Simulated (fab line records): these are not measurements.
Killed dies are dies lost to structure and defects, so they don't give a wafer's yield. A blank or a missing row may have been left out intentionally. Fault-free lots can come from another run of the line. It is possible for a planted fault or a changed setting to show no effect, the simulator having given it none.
Matching of chambers ; flow n5-finfet ; 3 sister chambers for N5_GATE_CUT_HM_DEP_46 on pecvd-04
The step deposits SiO2 from TEOS/O2, target thk 130 nm, time 26.6 s. 3 wafers are shown with their chamber, then 12 later ones without.

## EACH WAFER AND ITS CHAMBER
wafer;chamber;throttle-valve-pct (%)
L087.1;1;19.3
L087.4;0;17.5
L087.5;2;17.2

## WAFERS MISSING THEIR CHAMBER
wafer;throttle-valve-pct (%)
L093.2;19.4
L093.4;17.9
L093.5;17.1
L092.1;19.3
L092.2;18.2
L092.5;19.1
L094.3;19.0
L094.4;17.6
L094.5;17.1
L095.2;17.1
L095.3;19.1
L095.5;17.6

## WHICH CHAMBER EACH ONE RAN IN
wafer;from the rows above;in truth
L093.2;1;1
L093.4;can't be placed: 0 or 2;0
L093.5;can't be placed: 2 or 0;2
L092.1;1;1
L092.2;can't be placed: 0 or 2 or 1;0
L092.5;1;1
L094.3;1;1
L094.4;can't be placed: 0 or 2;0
L094.5;can't be placed: 2 or 0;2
L095.2;can't be placed: 2 or 0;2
L095.3;1;1
L095.5;can't be placed: 0 or 2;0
Correctly placed: 5 of 12. Cannot be placed on the basis of these rows: 7; the candidates contain the true chamber in 7. Placed wrongly: 0.
How it was worked out, from the rows above alone: a wafer's distance from a chamber is the root of the sum, over the readings, of the square of ((its reading less the chamber's mean) divided by the reading's scatter). If the next closest chamber is less than 2 further off than the closest, the wafer can't be placed; otherwise it belongs to the closest. A chamber's mean is the mean of its shown wafers. The scatter: root of mean squared gap, hidden wafer to nearest shown wafer, with one shown wafer a chamber.
